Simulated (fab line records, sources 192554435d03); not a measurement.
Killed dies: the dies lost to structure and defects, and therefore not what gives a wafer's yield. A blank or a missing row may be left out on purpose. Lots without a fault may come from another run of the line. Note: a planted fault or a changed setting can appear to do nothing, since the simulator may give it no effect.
Chamber matching -- flow n5_finfet -- N5_STI_FIN_REVEAL_ALD_14 on ald_sin-01: 4 sister chambers
The step deposits Si3N4, target thk 3 nm. 8 wafers are shown with their chamber, then 8 later ones without.

## WAFERS, EACH WITH ITS CHAMBER
wafer,chamber,heater_power_w (W),heater_power_outer_w (W)
L076.6,0,822,526
L079.1,3,870,501
L079.3,1,806,489
L079.6,1,777,496
L083.1,2,833,516
L083.2,0,806,520
L083.3,3,880,503
L090.1,2,833,542

## WAFERS WITHOUT THEIR CHAMBER
wafer,heater_power_w (W),heater_power_outer_w (W)
L090.3,880,522
L090.5,867,518
L091.1,886,501
L091.4,860,533
L091.6,818,524
L097.1,819,504
L097.3,837,525
L097.6,780,502

## EACH ONE'S CHAMBER
wafer,from the rows above,in truth
L090.3,can't be placed: 3 or 2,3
L090.5,can't be placed: 3 or 2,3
L091.1,3,3
L091.4,can't be placed: 2 or 3 or 0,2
L091.6,can't be placed: 0 or 2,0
L097.1,can't be placed: 0 or 1 or 2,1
L097.3,can't be placed: 2 or 0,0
L097.6,1,1
Placed correctly: 2 of 8. Can't be placed from these rows: 6 (the true chamber is among the candidates in 6). 0 placed wrongly.
How it was worked out, from the rows above alone: a wafer's distance from a chamber is the root of the sum, over the readings, of the square of ((its reading less the chamber's mean) divided by the reading's scatter). The wafer belongs to the nearest chamber; if the next one is less than 2 further off, it can't be placed. For every chamber, the mean is computed from those of its wafers that are shown. How the scatter is found: for the shown wafers, subtract from each reading the mean of its chamber, square and add these, divide the total by (wafers less chambers), then take the root.
